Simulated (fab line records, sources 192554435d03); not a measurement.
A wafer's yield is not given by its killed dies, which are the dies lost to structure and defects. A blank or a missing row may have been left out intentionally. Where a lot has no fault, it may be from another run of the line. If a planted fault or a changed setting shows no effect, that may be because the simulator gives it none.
Split-lot trial :: flow n5-finfet :: 39 wafers read from 7 lots, route of 1938 steps

## THE SPLIT
At N5_PASSIVATION_PASS_ETCH_74 (etches SiNx in CF4/O2, target depth 220 nm, time 110 s), the setting target-depth-a was moved away from the recipe's 2200 angstrom on 12 of the 39 wafers read, by +23.6% to +42.9%. This setting was run at the recipe's value on the other wafers.

Split to reading: the file shows no intervening step.

## THE READING
TV_OPEN.cd-offset-nm (the simulator's own value, which no gauge read), in nm, at N5_PASSIVATION_VIA_ETCH_13 (etches SiO2 in CHF3/O2, target depth 660 nm, time 330 s). The file does not state a usual value for it. Here, 27 wafers ran the recipe; their average is 1.4 nm with a standard deviation of 0.49 nm.

wafer: L076.1
tool, chamber at the split: rie-diel-04, 2
target-depth-a as run, angstrom: 2792
against the recipe: +26.9%
TV_OPEN.cd-offset-nm, nm: -2
against lot-mates on the recipe: -3.4

wafer: L076.2
tool, chamber at the split: rie-diel-04, 3
target-depth-a as run, angstrom: 2792
against the recipe: +26.9%
TV_OPEN.cd-offset-nm, nm: -1
against lot-mates on the recipe: -2.4

wafer: L076.3
tool, chamber at the split: rie-diel-04, 0
target-depth-a as run, angstrom: 2200
against the recipe: recipe
TV_OPEN.cd-offset-nm, nm: 1.6
against lot-mates on the recipe: -

wafer: L076.4
tool, chamber at the split: rie-diel-04, 1
target-depth-a as run, angstrom: 2200
against the recipe: recipe
TV_OPEN.cd-offset-nm, nm: 1.2
against lot-mates on the recipe: -

wafer: L076.5
tool, chamber at the split: rie-diel-04, 1
target-depth-a as run, angstrom: 2200
against the recipe: recipe
TV_OPEN.cd-offset-nm, nm: 1.4
against lot-mates on the recipe: -

wafer: L076.6
tool, chamber at the split: rie-diel-04, 0
target-depth-a as run, angstrom: 2792
against the recipe: +26.9%
TV_OPEN.cd-offset-nm, nm: -1.6
against lot-mates on the recipe: -3.0

wafer: L079.1
tool, chamber at the split: rie-diel-02, 2
target-depth-a as run, angstrom: 2720
against the recipe: +23.6%
TV_OPEN.cd-offset-nm, nm: -0.2
against lot-mates on the recipe: -2.1

wafer: L079.2
tool, chamber at the split: rie-diel-02, 0
target-depth-a as run, angstrom: 2200
against the recipe: recipe
TV_OPEN.cd-offset-nm, nm: 1.2
against lot-mates on the recipe: -

wafer: L079.3
tool, chamber at the split: rie-diel-02, 1
target-depth-a as run, angstrom: 2200
against the recipe: recipe
TV_OPEN.cd-offset-nm, nm: 2.2
against lot-mates on the recipe: -

wafer: L079.4
tool, chamber at the split: rie-diel-02, 1
target-depth-a as run, angstrom: 2720
against the recipe: +23.6%
TV_OPEN.cd-offset-nm, nm: -0.4
against lot-mates on the recipe: -2.3

wafer: L079.5
tool, chamber at the split: rie-diel-02, 0
target-depth-a as run, angstrom: 2720
against the recipe: +23.6%
TV_OPEN.cd-offset-nm, nm: -1.8
against lot-mates on the recipe: -3.7

wafer: L079.6
tool, chamber at the split: rie-diel-02, 2
target-depth-a as run, angstrom: 2200
against the recipe: recipe
TV_OPEN.cd-offset-nm, nm: 2.4
against lot-mates on the recipe: -

wafer: L080.3
tool, chamber at the split: rie-diel-04, 0
target-depth-a as run, angstrom: 2200
against the recipe: recipe
TV_OPEN.cd-offset-nm, nm: 2
against lot-mates on the recipe: -

wafer: L080.4
tool, chamber at the split: rie-diel-04, 1
target-depth-a as run, angstrom: 2200
against the recipe: recipe
TV_OPEN.cd-offset-nm, nm: 0.6
against lot-mates on the recipe: -

wafer: L080.6
tool, chamber at the split: rie-diel-04, 3
target-depth-a as run, angstrom: 2200
against the recipe: recipe
TV_OPEN.cd-offset-nm, nm: 0.8
against lot-mates on the recipe: -

wafer: L082.1
tool, chamber at the split: rie-diel-04, 1
target-depth-a as run, angstrom: 2837
against the recipe: +29.0%
TV_OPEN.cd-offset-nm, nm: -2.2
against lot-mates on the recipe: -3.4

wafer: L082.2
tool, chamber at the split: rie-diel-04, 3
target-depth-a as run, angstrom: 2837
against the recipe: +29.0%
TV_OPEN.cd-offset-nm, nm: -2
against lot-mates on the recipe: -3.2

wafer: L082.3
tool, chamber at the split: rie-diel-04, 2
target-depth-a as run, angstrom: 2200
against the recipe: recipe
TV_OPEN.cd-offset-nm, nm: 0.4
against lot-mates on the recipe: -

wafer: L082.4
tool, chamber at the split: rie-diel-04, 0
target-depth-a as run, angstrom: 2200
against the recipe: recipe
TV_OPEN.cd-offset-nm, nm: 1.8
against lot-mates on the recipe: -

wafer: L082.5
tool, chamber at the split: rie-diel-04, 0
target-depth-a as run, angstrom: 2837
against the recipe: +29.0%
TV_OPEN.cd-offset-nm, nm: -1
against lot-mates on the recipe: -2.2

wafer: L082.6
tool, chamber at the split: rie-diel-04, 3
target-depth-a as run, angstrom: 2200
against the recipe: recipe
TV_OPEN.cd-offset-nm, nm: 1.4
against lot-mates on the recipe: -

wafer: L086.1
tool, chamber at the split: rie-diel-04, 1
target-depth-a as run, angstrom: 2200
against the recipe: recipe
TV_OPEN.cd-offset-nm, nm: 1.4
against lot-mates on the recipe: -

wafer: L086.2
tool, chamber at the split: rie-diel-04, 3
target-depth-a as run, angstrom: 2200
against the recipe: recipe
TV_OPEN.cd-offset-nm, nm: 1
against lot-mates on the recipe: -

wafer: L086.3
tool, chamber at the split: rie-diel-04, 2
target-depth-a as run, angstrom: 2200
against the recipe: recipe
TV_OPEN.cd-offset-nm, nm: 1.2
against lot-mates on the recipe: -

wafer: L086.4
tool, chamber at the split: rie-diel-04, 0
target-depth-a as run, angstrom: 2200
against the recipe: recipe
TV_OPEN.cd-offset-nm, nm: 2.4
against lot-mates on the recipe: -

wafer: L086.5
tool, chamber at the split: rie-diel-04, 2
target-depth-a as run, angstrom: 2200
against the recipe: recipe
TV_OPEN.cd-offset-nm, nm: 1.6
against lot-mates on the recipe: -

wafer: L086.6
tool, chamber at the split: rie-diel-04, 3
target-depth-a as run, angstrom: 2200
against the recipe: recipe
TV_OPEN.cd-offset-nm, nm: 0.8
against lot-mates on the recipe: -

wafer: L088.1
tool, chamber at the split: rie-diel-05, 1
target-depth-a as run, angstrom: 3144
against the recipe: +42.9%
TV_OPEN.cd-offset-nm, nm: -2
against lot-mates on the recipe: -3.5

wafer: L088.4
tool, chamber at the split: rie-diel-05, 2
target-depth-a as run, angstrom: 3144
against the recipe: +42.9%
TV_OPEN.cd-offset-nm, nm: -2
against lot-mates on the recipe: -3.5

wafer: L088.2
tool, chamber at the split: rie-diel-05, 0
target-depth-a as run, angstrom: 2200
against the recipe: recipe
TV_OPEN.cd-offset-nm, nm: 1.2
against lot-mates on the recipe: -

wafer: L088.5
tool, chamber at the split: rie-diel-05, 0
target-depth-a as run, angstrom: 2200
against the recipe: recipe
TV_OPEN.cd-offset-nm, nm: 1.2
against lot-mates on the recipe: -

wafer: L088.3
tool, chamber at the split: rie-diel-05, 3
target-depth-a as run, angstrom: 3144
against the recipe: +42.9%
TV_OPEN.cd-offset-nm, nm: -2.2
against lot-mates on the recipe: -3.7

wafer: L088.6
tool, chamber at the split: rie-diel-05, 1
target-depth-a as run, angstrom: 2200
against the recipe: recipe
TV_OPEN.cd-offset-nm, nm: 2
against lot-mates on the recipe: -

wafer: L093.1
tool, chamber at the split: rie-diel-04, 2
target-depth-a as run, angstrom: 2200
against the recipe: recipe
TV_OPEN.cd-offset-nm, nm: 1.6
against lot-mates on the recipe: -

wafer: L093.3
tool, chamber at the split: rie-diel-04, 1
target-depth-a as run, angstrom: 2200
against the recipe: recipe
TV_OPEN.cd-offset-nm, nm: 1.6
against lot-mates on the recipe: -

wafer: L093.2
tool, chamber at the split: rie-diel-04, 0
target-depth-a as run, angstrom: 2200
against the recipe: recipe
TV_OPEN.cd-offset-nm, nm: 1.4
against lot-mates on the recipe: -

wafer: L093.4
tool, chamber at the split: rie-diel-04, 3
target-depth-a as run, angstrom: 2200
against the recipe: recipe
TV_OPEN.cd-offset-nm, nm: 1.4
against lot-mates on the recipe: -

wafer: L093.5
tool, chamber at the split: rie-diel-04, 1
target-depth-a as run, angstrom: 2200
against the recipe: recipe
TV_OPEN.cd-offset-nm, nm: 1.2
against lot-mates on the recipe: -

wafer: L093.6
tool, chamber at the split: rie-diel-04, 2
target-depth-a as run, angstrom: 2200
against the recipe: recipe
TV_OPEN.cd-offset-nm, nm: 1.2
against lot-mates on the recipe: -

THE FIT
A straight line over all 39 wafers: TV_OPEN.cd-offset-nm changes by -0.093 nm for each +1% of target-depth-a; r = -0.93; the points scatter about the line by 0.55 nm.
The same after taking each lot's own level away (the mean of its wafers on the recipe; 39 wafers): -0.0946 nm for each +1%; r = -0.94; scatter 0.53 nm.
The reading moves by 4.1 nm for the largest change in target-depth-a, on that fit.
From 1.13 to 1.93 nm: that is the span of the lots' own levels, equal to 1.6 times the standard deviation above.
The two slopes are in agreement: the lot-to-lot level therefore moves the slope only a little.
Check: for one of the wafers moved furthest among these (+42.9%), held out of the fit, the line's prediction against its lot-mates is -4.22 nm. It came out at -3.47 nm against them.

## THE WHOLE CHAIN: every reading that the file lists as answering this split, in the file's order
step: N5_PASSIVATION_PASS_ETCH_74
what it does: etches SiNx in CF4/O2, target depth 220 nm, time 110 s
reading: etch.depth-nm (the simulator's own value, which no gauge read)
change (the file's fit): +2.24 nm for each +1% of the setting
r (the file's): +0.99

step: N5_PASSIVATION_PASS_ETCH_74
what it does: etches SiNx in CF4/O2, target depth 220 nm, time 110 s
reading: TV_OPEN.cd-offset-nm (the simulator's own value, which no gauge read)
change (the file's fit): -0.0945 nm for each +1% of the setting
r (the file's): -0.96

step: N5_PASSIVATION_VIA_ETCH_13
what it does: etches SiO2 in CHF3/O2, target depth 660 nm, time 330 s
reading: TV_OPEN.cd-offset-nm (the simulator's own value, which no gauge read)
change (the file's fit): -0.0959 nm for each +1% of the setting
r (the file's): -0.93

## FILE'S OWN FIT
TV_OPEN.cd-offset-nm changes by -0.0959 nm for each +1% of target-depth-a, r = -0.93.
